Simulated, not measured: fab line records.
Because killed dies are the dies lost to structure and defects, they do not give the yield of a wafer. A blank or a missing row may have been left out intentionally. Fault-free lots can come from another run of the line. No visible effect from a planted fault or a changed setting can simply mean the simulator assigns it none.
fab line records	flow n5-finfet
record lots=24	wafers=72	last-day=18
route steps=1938 shown BEOL_M10@1471 BEOL_M11@1568
lots that met no fault: from a run of the same line without faults
start-h: the number of hours between the record's first day and the start of the first shown wafer of the lot	wait-h: how many hours have passed since the lot's step before this one	" same as the row above	L1.1+2: a row that stands for several wafers	- value missing, or start not given	* or withheld: withheld	< > ~ a bound
route shown NAME@n: names a module that has steps shown in the file, with the first one's number in the route	usual: mean/standard deviation of fault-free wafers	same: alike in all rows	chamber/n: place in a boat	sites: readings site by site	_std_site: their standard deviation	_edge_site: outer sites' mean less inner sites'	radius-mm: how far each site lies from the wafer's centre	mask NAME#n: copy n	behind: tool/chamber where the wafer was last shaped	hold: what put the lot on hold/how long, in hours/how the hold closed	device: the n, p or np transistor that did not switch	end of line: tests run on the same wafers once the route is complete	a step given without rows: its recipe and nothing more	killed: the dies lost at the first sort to structure and to defects; this is not the yield of the wafer	map: dies across one wafer; x = killed, . = not, _ = none there
set.NAME: the setting the step ran with; set.NAME@STEP: the setting that earlier step ran with	model.NAME: the simulator's own value behind a step, which no gauge read
route steps across a sampled set of lots; one table per step, one row per wafer
services: when a tool's chamber went out of use (start-h, in hours from the record's first day, below 0 if earlier), for how many hours, and the reason
## steps
# step N5_BEOL_M10_CURE_71
# recipe temp-c=385	time-s=240	ambient=He/Ar	material=SiCOH_lowk
# usual lamp-power-pct=52.31/0.054	wafer_temp_C_max=386.7/0.51
lot.wafer	tool	chamber	start-h	wait-h	lamp-power-pct	wafer_temp_C_max
L074.1	uv-cure-03	2	221.44	0.0	52.29	387.0
L074.3	"	2	"	"	52.40	385.9
L074.4	"	2	"	"	52.24	386.4
L077.1	uv-cure-01	0	224.92	0.1	52.39	387.5
L077.4	"	0	"	"	52.31	386.7
L077.5	"	0	"	"	52.40	387.8
L075.2	uv-cure-02	2	225.35	0.2	52.34	387.3
L075.5	"	2	"	"	52.27	386.6
L075.6	"	2	"	"	52.18	387.2
L076.1	uv-cure-02	0	231.22	0.0	52.36	386.2
L076.2	"	0	"	"	52.28	386.3
L076.4	"	0	"	"	52.25	386.0
L079.1	uv-cure-03	2	241.59	0.0	52.24	386.5
L079.3	"	2	"	"	52.27	386.7
L079.4	"	2	"	"	52.31	387.0
L078.3	uv-cure-03	0	243.95	0.2	52.37	386.2
L078.4	"	0	"	"	52.33	386.1
L078.5	"	0	"	"	52.35	385.9
L080.2	uv-cure-02	2	254.16	0.1	52.35	387.1
L080.5	"	2	"	"	52.32	386.9
L080.6	"	2	"	"	52.28	387.3
L081.1	uv-cure-02	2	260.25	0.1	52.26	387.1
L081.3	"	2	"	"	52.28	387.8
L081.4	"	2	"	"	52.23	386.8
L082.2	uv-cure-01	0	276.79	0.2	52.28	386.4
L082.4	"	0	"	"	52.28	387.6
L082.5	"	0	"	"	52.33	386.2
L083.1	uv-cure-02	1	281.60	0.0	52.32	385.9
L083.4	"	1	"	"	52.35	385.9
L083.5	"	1	"	"	52.25	385.9
L084.1	uv-cure-02	2	282.17	0.0	52.35	387.4
L084.5	"	2	"	"	52.31	388.0
L084.6	"	2	"	"	52.32	386.6
L085.2	uv-cure-01	0	292.47	0.1	52.31	387.4
L085.3	"	0	"	"	52.28	386.5
L085.4	"	0	"	"	52.40	386.2
L086.1	uv-cure-02	2	298.99	0.0	52.31	387.3
L086.3	"	2	"	"	52.26	386.8
L086.5	"	2	"	"	52.25	386.9
L089.1	uv-cure-03	2	304.45	0.0	52.27	386.4
L089.4	"	2	"	"	52.33	386.7
L089.5	"	2	"	"	52.23	386.7
L087.1	uv-cure-02	0	307.88	0.0	52.44	387.1
L087.5	"	0	"	"	52.29	386.1
L087.6	"	0	"	"	52.34	386.6
L088.1	uv-cure-01	0	307.99	0.0	52.32	386.7
L088.2	"	0	"	"	52.28	387.1
L088.5	"	0	"	"	52.32	387.4
L090.2	uv-cure-02	0	325.19	0.1	52.45	386.1
L090.3	"	0	"	"	52.31	386.6
L090.5	"	0	"	"	52.35	386.6
L092.2	uv-cure-02	2	329.75	0.1	52.39	386.5
L092.4	"	2	"	"	52.40	386.8
L092.5	"	2	"	"	52.30	387.2
L093.3	uv-cure-03	1	329.75	0.2	52.23	386.9
L093.5	"	1	"	"	52.30	386.7
L093.6	"	1	"	"	52.27	385.9
L094.2	uv-cure-01	2	340.88	0.2	52.32	387.2
L094.3	"	2	"	"	52.36	386.5
L094.5	"	2	"	"	52.39	386.4
L095.1	uv-cure-02	2	349.93	0.0	52.30	386.9
L095.4	"	2	"	"	52.34	387.2
L095.6	"	2	"	"	52.38	386.6
L096.2	uv-cure-03	2	352.57	0.1	52.41	386.3
L096.4	"	2	"	"	52.34	386.3
L096.5	"	2	"	"	52.35	386.6
L097.3	uv-cure-02	0	354.01	0.2	52.38	386.3
L097.5	"	0	"	"	52.28	386.5
L097.6	"	0	"	"	52.38	385.8
L091.3	uv-cure-01	1	369.42	0.2	52.38	386.5
L091.4	"	1	"	"	52.29	387.5
L091.5	"	1	"	"	52.25	386.8
# step N5_BEOL_M10_OVL_MEAS_12
# recipe points-per-wafer=44
# usual M10_OVL=-0.3/0.76
lot.wafer	tool	chamber	start-h	wait-h	M10_OVL[nm]
L074.1	overlay-02	0	223.41	0.0	0.2
L074.3	"	0	"	"	-0.4
L074.4	"	0	"	"	-0.8
L077.1	overlay-01	0	226.79	0.0	-1.4
L077.4	"	0	"	"	-1.6
L077.5	"	0	"	"	-1.5
L075.2	overlay-02	0	226.95	0.0	-0.7
L075.5	"	0	"	"	1.1
L075.6	"	0	"	"	-0.8
L076.1	overlay-01	0	233.07	0.0	0.5
L076.2	"	0	"	"	-0.2
L076.4	"	0	"	"	0.4
L079.1	overlay-01	0	243.12	0.0	0.9
L079.3	"	0	"	"	0.2
L079.4	"	0	"	"	0.3
L078.3	overlay-01	0	246.26	0.0	0.5
L078.4	"	0	"	"	-1.4
L078.5	"	0	"	"	-0.1
L080.2	overlay-02	0	255.35	0.0	-0.8
L080.5	"	0	"	"	-1.3
L080.6	"	0	"	"	-0.1
L081.1	overlay-02	0	262.23	0.0	0.2
L081.3	"	0	"	"	0.6
L081.4	"	0	"	"	1.0
L082.2	overlay-01	0	280.08	0.0	-0.9
L082.4	"	0	"	"	0.1
L082.5	"	0	"	"	-1.1
L083.1	overlay-01	0	283.44	0.0	-0.6
L083.4	"	0	"	"	-0.4
L083.5	"	0	"	"	-1.0
L084.1	overlay-01	0	283.58	0.0	0.9
L084.5	"	0	"	"	-1.3
L084.6	"	0	"	"	0.8
L085.2	overlay-01	0	294.86	0.0	-0.7
L085.3	"	0	"	"	-0.9
L085.4	"	0	"	"	-0.5
L086.1	overlay-02	0	300.86	0.0	-0.2
L086.3	"	0	"	"	0.5
L086.5	"	0	"	"	-1.2
L089.1	overlay-01	0	306.80	0.0	-0.8
L089.4	"	0	"	"	-0.3
L089.5	"	0	"	"	-1.4
L087.1	overlay-02	0	309.98	0.0	-0.4
L087.5	"	0	"	"	0.2
L087.6	"	0	"	"	0.1
L088.1	overlay-01	0	310.14	0.0	0.2
L088.2	"	0	"	"	0.7
L088.5	"	0	"	"	-1.0
L090.2	overlay-02	0	326.90	0.0	-0.9
L090.3	"	0	"	"	-0.9
L090.5	"	0	"	"	-1.1
L093.3	overlay-01	0	331.60	0.0	-0.1
L093.5	"	0	"	"	-1.6
L093.6	"	0	"	"	-1.2
L092.2	overlay-01	0	332.14	0.0	-1.0
L092.4	"	0	"	"	-1.3
L092.5	"	0	"	"	0.0
L094.2	overlay-01	0	342.44	0.0	0.4
L094.3	"	0	"	"	0.7
L094.5	"	0	"	"	0.5
L095.1	overlay-01	0	352.31	0.0	0.7
L095.4	"	0	"	"	0.6
L095.6	"	0	"	"	0.2
L096.2	overlay-01	0	355.54	0.0	-1.0
L096.4	"	0	"	"	-0.9
L096.5	"	0	"	"	-0.5
L097.3	overlay-02	0	355.94	0.0	-0.3
L097.5	"	0	"	"	0.6
L097.6	"	0	"	"	0.7
L091.3	overlay-02	0	373.49	0.0	0.5
L091.4	"	0	"	"	0.9
L091.5	"	0	"	"	0.8
# step N5_BEOL_M10_INSPECT_13
# recipe mode=adi	inspect-instrument=brightfield
# usual raw-defect-count=440/110
lot.wafer	tool	chamber	start-h	wait-h	raw-defect-count
L074.1	defect-inspect-01	-	223.44	0.0	324
L074.3	"	-	"	"	513
L074.4	"	-	"	"	384
L077.1	defect-inspect-02	-	226.81	0.0	529
L077.4	"	-	"	"	534
L077.5	"	-	"	"	491
L075.2	defect-inspect-01	-	226.98	0.0	424
L075.5	"	-	"	"	378
L075.6	"	-	"	"	414
L076.1	defect-inspect-02	-	233.09	0.0	287
L076.2	"	-	"	"	356
L076.4	"	-	"	"	491
L079.1	defect-inspect-01	-	243.32	0.2	250
L079.3	"	-	"	"	262
L079.4	"	-	"	"	314
L078.3	defect-inspect-02	-	246.28	0.0	570
L078.4	"	-	"	"	473
L078.5	"	-	"	"	480
L080.2	defect-inspect-02	-	255.37	0.0	695
L080.5	"	-	"	"	549
L080.6	"	-	"	"	491
L081.1	defect-inspect-02	-	262.26	0.0	504
L081.3	"	-	"	"	768
L081.4	"	-	"	"	686
L082.2	defect-inspect-01	-	280.11	0.0	410
L082.4	"	-	"	"	506
L082.5	"	-	"	"	536
L083.1	defect-inspect-01	-	283.46	0.0	335
L083.4	"	-	"	"	351
L083.5	"	-	"	"	361
L084.1	defect-inspect-02	-	283.61	0.0	394
L084.5	"	-	"	"	411
L084.6	"	-	"	"	340
L085.2	defect-inspect-02	-	294.88	0.0	456
L085.3	"	-	"	"	363
L085.4	"	-	"	"	493
L086.1	defect-inspect-02	-	300.89	0.0	386
L086.3	"	-	"	"	516
L086.5	"	-	"	"	405
L089.1	defect-inspect-02	-	306.83	0.0	330
L089.4	"	-	"	"	379
L089.5	"	-	"	"	373
L087.1	defect-inspect-01	-	310.00	0.0	360
L087.5	"	-	"	"	291
L087.6	"	-	"	"	324
L088.1	defect-inspect-02	-	310.17	0.0	436
L088.2	"	-	"	"	762
L088.5	"	-	"	"	780
L090.2	defect-inspect-02	-	326.92	0.0	561
L090.3	"	-	"	"	357
L090.5	"	-	"	"	348
L093.3	defect-inspect-01	-	331.63	0.0	283
L093.5	"	-	"	"	307
L093.6	"	-	"	"	406
L092.2	defect-inspect-02	-	332.16	0.0	420
L092.4	"	-	"	"	398
L092.5	"	-	"	"	442
L094.2	defect-inspect-02	-	342.47	0.0	561
L094.3	"	-	"	"	584
L094.5	"	-	"	"	549
L095.1	defect-inspect-02	-	352.34	0.0	577
L095.4	"	-	"	"	534
L095.6	"	-	"	"	404
L096.2	defect-inspect-02	-	355.56	0.0	527
L096.4	"	-	"	"	373
L096.5	"	-	"	"	419
L097.3	defect-inspect-01	-	355.96	0.0	355
L097.5	"	-	"	"	338
L097.6	"	-	"	"	453
L091.3	defect-inspect-02	-	373.51	0.0	324
L091.4	"	-	"	"	439
L091.5	"	-	"	"	320
# step N5_BEOL_M10_ETCH_41
# recipe chemistry=CH3F/O2	target=SiCN	target-depth-a=426	taper-deg=2	time-s=86	ion-energy-ev=120	mask-material=TiN	pressure-mtorr=30	source-w=395	bias-w=75	Ar_flow_sccm=150	CH3F_flow_sccm=30	O2_flow_sccm=20
# usual drypump-motor-current-A=5.9/0.42	oes-product-au=0.78/0.085	rf-vpp-V=297.2/1.3	showerhead-plenum-p-Torr=1.99/0.057	throttle-valve-pct=16.42/0.2
lot.wafer	tool	chamber	start-h	wait-h	drypump-motor-current-A	oes-product-au	rf-hours-counter-h	rf-vpp-V	showerhead-plenum-p-Torr	throttle-valve-pct
L074.1	rie-diel-04	0	-	-	5.3	0.70	220	296.1	1.98	16.41
L074.3	"	3	"	"	5.6	0.97	7	298.6	2.06	16.40
L074.4	"	1	"	"	5.5	0.81	107	297.7	2.02	16.52
L077.1	rie-diel-04	0	-	-	5.3	0.69	221	296.8	1.98	16.42
L077.4	"	3	"	"	5.6	0.98	7	298.0	2.06	16.38
L077.5	"	1	"	"	5.6	0.80	-	297.1	2.02	16.51
L075.2	rie-diel-01	0	-	-	5.9	0.72	189	295.5	1.90	16.21
L075.5	"	2	"	"	5.6	0.75	-	295.2	1.91	16.36
L075.6	"	3	"	"	6.7	0.69	-	296.8	2.06	16.72
L076.1	rie-diel-01	1	-	-	6.2	0.81	95	297.9	2.02	16.47
L076.2	"	2	"	"	5.6	0.75	130	295.9	1.91	16.39
L076.4	"	3	"	"	6.7	0.68	253	297.8	2.05	16.72
L079.1	rie-diel-01	0	-	-	5.9	0.71	196	295.3	1.90	16.23
L079.3	"	2	"	"	5.6	0.74	134	294.5	1.91	16.39
L079.4	"	0	"	"	5.9	0.70	-	296.2	1.90	16.23
L078.3	rie-diel-04	3	-	-	5.6	0.95	15	298.1	2.06	16.40
L078.4	"	0	"	"	5.3	0.69	228	295.8	1.98	16.43
L078.5	"	1	"	"	5.5	0.79	-	297.6	2.02	16.52
L080.2	rie-diel-01	2	-	-	5.6	0.73	141	295.6	1.91	16.41
L080.5	"	1	"	"	6.2	0.80	-	297.4	2.01	16.48
L080.6	"	0	"	"	5.9	0.70	-	295.7	1.90	16.24
L081.1	rie-diel-01	0	-	-	5.9	0.70	206	293.7	1.90	16.26
L081.3	"	1	"	"	6.2	0.81	109	297.4	2.01	16.49
L081.4	"	1	"	"	6.2	0.81	-	297.7	2.01	16.47
L082.2	rie-diel-04	2	-	-	5.9	0.75	139	296.7	2.01	16.14
L082.4	"	1	"	"	5.5	0.77	127	297.4	2.01	16.55
L082.5	"	3	"	"	5.6	0.92	-	297.0	2.05	16.42
L083.1	rie-diel-04	1	-	-	5.5	0.78	130	298.8	2.01	16.55
L083.4	"	3	"	"	5.6	0.92	29	298.8	2.05	16.44
L083.5	"	1	"	"	5.5	0.78	-	296.2	2.01	16.55
L084.1	rie-diel-02	0	-	-	6.2	0.84	60	297.3	2.05	16.34
L084.5	"	2	"	"	6.7	0.72	-	298.6	2.09	16.86
L084.6	"	3	"	"	5.2	0.67	-	297.2	1.99	16.35
L085.2	rie-diel-02	1	-	-	5.8	0.73	193	296.0	2.00	16.60
L085.3	"	2	"	"	6.6	0.71	212	297.7	2.08	16.87
L085.4	"	0	"	"	6.2	0.82	65	298.7	2.05	16.36
L086.1	rie-diel-01	0	-	-	5.9	0.69	213	294.7	1.89	16.26
L086.3	"	1	"	"	6.2	0.79	115	297.8	2.01	16.48
L086.5	"	1	"	"	6.1	0.81	-	298.3	2.01	16.47
L089.1	rie-diel-02	0	-	-	6.2	0.81	70	297.7	2.05	16.38
L089.4	"	2	"	"	6.6	0.71	217	300.0	2.08	16.87
L089.5	"	3	"	"	5.2	0.68	-	297.1	1.99	16.37
L088.1	rie-diel-01	0	-	-	5.9	0.69	216	297.1	1.89	16.26
L088.2	"	1	"	"	6.2	0.79	118	297.7	2.01	16.50
L088.5	"	0	"	"	5.9	0.70	-	296.0	1.89	16.28
L087.1	rie-diel-01	2	-	-	5.6	0.72	155	295.3	1.90	16.42
L087.5	"	3	"	"	6.7	0.97	-	297.7	2.05	16.26
L087.6	"	0	"	"	5.9	0.70	-	295.2	1.89	16.27
L090.2	rie-diel-01	0	-	-	5.9	0.70	223	295.1	1.89	16.28
L090.3	"	3	"	"	6.6	0.96	16	300.3	2.05	16.28
L090.5	"	1	"	"	6.2	0.80	-	297.9	2.01	16.50
L092.2	rie-diel-04	2	-	-	6.0	0.73	160	297.9	2.00	16.16
L092.4	"	0	"	"	5.3	0.96	4	296.7	1.97	15.96
L092.5	"	0	"	"	5.3	0.95	-	298.5	1.97	15.96
L093.3	rie-diel-02	0	-	-	6.2	0.82	80	297.6	2.04	16.41
L093.5	"	3	"	"	5.2	0.67	-	296.2	1.99	16.39
L093.6	"	0	"	"	6.2	0.81	-	298.0	2.04	16.41
L094.2	rie-diel-04	0	-	-	5.3	0.93	8	297.3	1.97	15.96
L094.3	"	1	"	"	5.5	0.75	153	297.1	2.01	16.61
L094.5	"	0	"	"	5.3	0.94	-	297.5	1.97	15.96
L095.1	rie-diel-02	0	-	-	6.2	0.81	91	296.0	2.04	16.41
L095.4	"	2	"	"	6.7	0.70	-	298.7	2.08	16.89
L095.6	"	0	"	"	6.1	0.80	-	296.7	2.04	16.42
L096.2	rie-diel-04	1	-	-	5.5	0.75	158	297.7	2.00	16.61
L096.4	"	0	"	"	5.3	0.92	14	297.4	1.97	15.97
L096.5	"	0	"	"	5.3	0.92	-	296.6	1.97	15.98
L097.3	rie-diel-02	1	-	-	5.8	0.72	220	296.7	1.99	16.67
L097.5	"	1	"	"	5.8	0.72	-	297.1	1.99	16.65
L097.6	"	2	"	"	6.6	0.70	-	298.7	2.08	16.90
L091.3	rie-diel-01	0	-	-	5.9	0.69	239	294.4	1.89	16.31
L091.4	"	1	"	"	6.2	0.80	136	297.9	2.00	16.53
L091.5	"	2	"	"	5.6	0.71	-	295.3	1.90	16.46
# step N5_BEOL_M10_ANNEAL_51
# recipe temp-c=225	time-s=90	ambient=N2
# usual wafer_temp_C_max=225.99/0.29
lot.wafer	tool	chamber	start-h	wait-h	wafer_temp_C_max
L074.1	rtp-anneal-02	0	227.95	0.2	225.64
L074.3	"	0	"	"	225.70
L074.4	"	0	"	"	225.94
L077.1	rtp-anneal-02	0	230.66	0.6	226.11
L077.4	"	0	"	"	225.80
L077.5	"	0	"	"	225.63
L075.2	rtp-anneal-01	0	230.85	0.7	226.43
L075.5	"	0	"	"	225.81
L075.6	"	0	"	"	226.31
L076.1	rtp-anneal-01	0	238.66	0.2	226.39
L076.2	"	0	"	"	226.00
L076.4	"	0	"	"	226.01
L079.1	rtp-anneal-02	0	249.60	0.1	225.86
L079.3	"	0	"	"	225.66
L079.4	"	0	"	"	225.67
L078.3	rtp-anneal-02	0	253.56	0.3	226.07
L078.4	"	0	"	"	225.85
L078.5	"	0	"	"	225.93
L080.2	rtp-anneal-01	0	260.57	0.7	225.97
L080.5	"	0	"	"	226.17
L080.6	"	0	"	"	226.28
L081.1	rtp-anneal-02	0	268.28	0.1	225.55
L081.3	"	0	"	"	225.39
L081.4	"	0	"	"	226.06
L082.2	rtp-anneal-01	0	284.64	0.3	226.66
L082.4	"	0	"	"	226.07
L082.5	"	0	"	"	225.97
L083.1	rtp-anneal-01	0	289.91	0.1	225.88
L083.4	"	0	"	"	225.84
L083.5	"	0	"	"	225.86
L084.1	rtp-anneal-02	0	290.12	0.1	225.97
L084.5	"	0	"	"	225.90
L084.6	"	0	"	"	226.00
L085.2	rtp-anneal-02	0	300.55	0.1	225.78
L085.3	"	0	"	"	225.74
L085.4	"	0	"	"	225.57
L086.1	rtp-anneal-01	0	304.81	0.2	225.95
L086.3	"	0	"	"	225.88
L086.5	"	0	"	"	226.01
L089.1	rtp-anneal-01	0	311.64	0.2	226.40
L089.4	"	0	"	"	226.53
L089.5	"	0	"	"	226.01
L088.1	rtp-anneal-01	0	314.11	0.1	226.28
L088.2	"	0	"	"	226.40
L088.5	"	0	"	"	225.92
L087.1	rtp-anneal-01	0	315.35	0.3	225.80
L087.5	"	0	"	"	225.85
L087.6	"	0	"	"	226.22
L090.2	rtp-anneal-01	0	331.09	0.1	226.24
L090.3	"	0	"	"	226.06
L090.5	"	0	"	"	226.49
L092.2	rtp-anneal-02	0	338.27	0.1	225.57
L092.4	"	0	"	"	225.81
L092.5	"	0	"	"	225.87
L093.3	rtp-anneal-02	0	338.59	0.2	225.99
L093.5	"	0	"	"	225.64
L093.6	"	0	"	"	225.83
L094.2	rtp-anneal-01	0	348.04	0.7	226.22
L094.3	"	0	"	"	225.84
L094.5	"	0	"	"	226.00
L095.1	rtp-anneal-02	0	357.12	0.7	225.86
L095.4	"	0	"	"	225.75
L095.6	"	0	"	"	225.92
L097.3	rtp-anneal-02	0	361.50	0.1	225.67
L097.5	"	0	"	"	225.73
L097.6	"	0	"	"	225.80
L096.2	rtp-anneal-01	0	361.62	0.1	226.28
L096.4	"	0	"	"	226.63
L096.5	"	0	"	"	226.19
L091.3	rtp-anneal-01	0	377.70	0.4	226.18
L091.4	"	0	"	"	226.65
L091.5	"	0	"	"	226.22
# step N5_BEOL_M11_CD_MEAS_28
# recipe target-cd-nm=70	landing-energy-ev=500	detector=se-inlens	polarity=opening
# usual cd-nm=69.8/1
# same landing-energy-ev=500
lot.wafer	tool	chamber	start-h	wait-h	cd-nm
L074.1	cd-sem-01	0	231.77	-	70.0
L074.3	"	0	"	"	69.9
L074.4	"	0	"	"	71.9
L077.1	cd-sem-02	0	234.21	-	69.1
L077.4	"	0	"	"	69.0
L077.5	"	0	"	"	69.8
L075.2	cd-sem-01	0	234.44	-	70.2
L075.5	"	0	"	"	70.5
L075.6	"	0	"	"	69.2
L076.1	cd-sem-02	0	245.26	-	70.1
L076.2	"	0	"	"	72.2
L076.4	"	0	"	"	71.7
L079.1	cd-sem-02	0	254.87	-	70.0
L079.3	"	0	"	"	69.9
L079.4	"	0	"	"	70.5
L078.3	cd-sem-02	0	257.25	-	71.6
L078.4	"	0	"	"	72.7
L078.5	"	0	"	"	70.9
L080.2	cd-sem-03	0	267.95	-	69.6
L080.5	"	0	"	"	68.1
L080.6	"	0	"	"	68.2
L081.1	cd-sem-01	0	273.64	-	69.5
L081.3	"	0	"	"	70.1
L081.4	"	0	"	"	70.3
L082.2	cd-sem-01	0	289.21	-	70.7
L082.4	"	0	"	"	69.6
L082.5	"	0	"	"	69.6
L083.1	cd-sem-01	0	293.54	-	68.8
L083.4	"	0	"	"	67.7
L083.5	"	0	"	"	67.5
L084.1	cd-sem-03	0	293.70	-	70.6
L084.5	"	0	"	"	70.7
L084.6	"	0	"	"	71.0
L085.2	cd-sem-01	0	305.83	-	68.8
L085.3	"	0	"	"	69.7
L085.4	"	0	"	"	69.3
L086.1	cd-sem-02	0	309.14	-	67.8
L086.3	"	0	"	"	68.5
L086.5	"	0	"	"	69.1
L089.1	cd-sem-01	0	316.93	-	69.2
L089.4	"	0	"	"	69.2
L089.5	"	0	"	"	70.0
L088.1	cd-sem-02	0	318.99	-	68.7
L088.2	"	0	"	"	68.3
L088.5	"	0	"	"	69.1
L087.1	cd-sem-02	0	321.81	-	68.6
L087.5	"	0	"	"	69.5
L087.6	"	0	"	"	68.5
L090.2	cd-sem-03	0	337.18	-	70.1
L090.3	"	0	"	"	70.2
L090.5	"	0	"	"	69.9
L093.3	cd-sem-02	0	344.32	-	71.4
L093.5	"	0	"	"	69.3
L093.6	"	0	"	"	70.2
L092.2	cd-sem-01	0	344.49	-	68.4
L092.4	"	0	"	"	70.0
L092.5	"	0	"	"	69.5
L094.2	cd-sem-01	0	352.10	-	70.5
L094.3	"	0	"	"	68.5
L094.5	"	0	"	"	69.5
L095.1	cd-sem-03	0	361.21	-	71.8
L095.4	"	0	"	"	71.4
L095.6	"	0	"	"	70.5
L097.3	cd-sem-02	0	365.89	-	71.8
L097.5	"	0	"	"	70.2
L097.6	"	0	"	"	70.1
L096.2	cd-sem-01	0	366.44	-	69.0
L096.4	"	0	"	"	69.9
L096.5	"	0	"	"	68.8
L091.3	cd-sem-03	0	385.23	-	70.0
L091.4	"	0	"	"	70.1
L091.5	"	0	"	"	71.3
## services
tool	chamber	start-h	hours	kind
uv-cure-02	-	210.46	2.8	pm
uv-cure-01	-	220.47	1.0	pm
rie-diel-01	3	242.29	6.0	repair
uv-cure-02	-	252.87	0.4	repair
rie-diel-01	1	269.22	5.2	repair
rie-diel-01	-	280.26	14.6	pm
uv-cure-02	-	293.88	0.3	repair
rie-diel-04	0	305.44	-	clean
rie-diel-04	0	305.44	-	consumable-replace:focus-ring
rie-diel-04	0	305.44	17.7	scheduled-down
rie-diel-04	0	305.44	17.7	vent-cycle
rie-diel-01	1	315.35	8.1	repair
rie-diel-02	1	318.16	4.5	repair
rie-diel-02	3	322.29	6.9	repair
uv-cure-01	-	328.61	6.0	pm
uv-cure-01	-	343.48	25.3	repair
rie-diel-02	3	343.56	-	clean
rie-diel-02	3	343.56	-	consumable-replace:focus-ring
rie-diel-02	3	343.56	21.9	scheduled-down
rie-diel-02	3	343.56	21.9	vent-cycle
rie-diel-02	1	372.11	5.3	repair
rie-diel-01	2	372.55	2.4	repair
## key
fault none
